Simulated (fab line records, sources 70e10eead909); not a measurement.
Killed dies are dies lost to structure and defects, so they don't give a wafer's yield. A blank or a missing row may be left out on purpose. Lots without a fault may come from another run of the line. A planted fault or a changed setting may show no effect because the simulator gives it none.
A struck lot beside a sound one | flow nand_harc | 15 steps out of a route of 1159
Sound: wafers L555.1, L555.2, L555.4. Struck: wafers L570.1, L570.2, L570.6. The cause comes at the end.
At each step with rows: each side's tool, then ch and its chambers, then its first start. Under that, the readings that differ: sound wafers | struck wafers | difference of the means | sigmas: that difference in standard deviations of wafers without a fault.
alike: readings whose means differ by less than 2 such deviations, and words and numbers that are the same on both sides. not compared: withheld readings, readings that some wafer has no value for, bounds like >300 that may hide the same value, and numbers for which the record gives no deviation and whose values overlap.
The two part at a step that has a row with sigmas, a row that says differs or no value, or rows on one side only. Numbers that don't overlap but have no deviation are shown without sigmas and don't part them. A reading that every wafer of one side lacks parts them only if that side has two wafers or more.

first, 1 step without rows for these wafers: NHARC_A_CHANNEL_HOLE_D1_XSEM_31.
NHARC_A_CHANNEL_HOLE_D1_INSPECT_40:
  sound on defect_inspect-01, day 9 16:07; struck on defect_inspect-02, day 13 02:11
  reading          | sound    | struck   | difference | sigmas
  raw_defect_count | 64 90 68 | 44 48 36 | -31        | -2
then, 3 steps without rows for these wafers: NHARC_A_CHANNEL_FILL_D1_PRECLEAN_00 (cleans in SC1); NHARC_A_CHANNEL_FILL_D1_SRD_01; NHARC_A_CHANNEL_FILL_D1_ALD_02 (deposits SiO2, target thk 6 nm, pulse time 10 s, ald cycles 60).
NHARC_A_CHANNEL_FILL_D1_ALD_03: deposits SiNx, target thk 6 nm, pulse time 60 s, ald cycles 58.
  sound on ald_sin_batch-02 ch 0; struck on ald_sin_batch-03 ch 0
  alike: precursor_pulse_height_rel
NHARC_A_CHANNEL_FILL_D1_ALD_14: deposits SiO2, target thk 2.5 nm, pulse time 10 s, ald cycles 25.
  sound on ald_hk-02 ch 0,1,2, day 9 23:19; struck on ald_hk-02 ch 1,3, day 13 09:26
  alike: heater_power_outer_w, heater_power_w, precursor_pulse_height_rel
then, 1 step without rows for these wafers: NHARC_A_CHANNEL_FILL_D1_ALD_15 (deposits SiNx, target thk 2 nm, pulse time 60 s, ald cycles 19).
NHARC_A_CHANNEL_FILL_D1_ALD_16: deposits SiO2, target thk 1.5 nm, pulse time 10 s, ald cycles 15.
  sound on ald_hk-02 ch 0,1,2, day 10 04:32; struck on ald_hk-01 ch 0,3, day 13 16:28
  alike: heater_power_outer_w, heater_power_w, precursor_pulse_height_rel
then, 2 steps without rows for these wafers: NHARC_A_CHANNEL_FILL_D1_ANNEAL_17 (time 1800 s); NHARC_A_CHANNEL_FILL_D1_CVD_18 (deposits poly-Si, target thk 3 nm).
NHARC_A_CHANNEL_FILL_D1_ETCHBACK_19: etches the open film in HBr/Cl2, target depth 5 nm, time 1.7 s.
  sound on rie_si-06 ch 0,1,3, day 10 16:15; struck on rie_si-04 ch 0,2,3, day 14 04:13
  alike: bias_w, chamber_pressure_mTorr, drypump_motor_current_A, mfc_cl2_sccm, oes_product_au, throttle_valve_pct
  not compared: rf_hours_counter_h
NHARC_A_CHANNEL_FILL_D1_ETCHBACK_20: etches the open film in C4F8/O2/Ar, target depth 27 nm, time 13.5 s.
  sound on rie_diel-02 ch 0,1,2, day 10 16:22; struck on rie_diel-02 ch 0,1,3, day 14 04:20
  no value came back on the struck wafers for any of 5 readings (bias_w (W), chamber_pressure_mTorr (mTorr) and others); on the sound wafers bias_w (W) reads 1493 1502 1503
NHARC_A_CHANNEL_FILL_D1_STRIP_28: strips in O2, time 20 s.
  sound on rie_diel-02 ch 0,1,2, day 10 16:28; struck on rie_diel-02 ch 0,1,2, day 14 04:26
  alike: drypump_motor_current_A, oes_product_au, rf_vpp_V, showerhead_plenum_p_Torr, throttle_valve_pct
  not compared: rf_hours_counter_h
-- the record jumps here: 9 days lie between the struck wafers' starts before and after (it left off in module A_CHANNEL_FILL_D1 and takes up again in module END, whose first step shown is number 1159 of the route) --
NHARC_END_SORT_01:
  the record has rows for the struck wafers here (prober-01 ch 0, day 23 13:53) and none for the sound ones

WHERE THEY PART
First at NHARC_A_CHANNEL_HOLE_D1_INSPECT_40; last, within this record, at NHARC_END_SORT_01.

WHY: what the simulator had put in
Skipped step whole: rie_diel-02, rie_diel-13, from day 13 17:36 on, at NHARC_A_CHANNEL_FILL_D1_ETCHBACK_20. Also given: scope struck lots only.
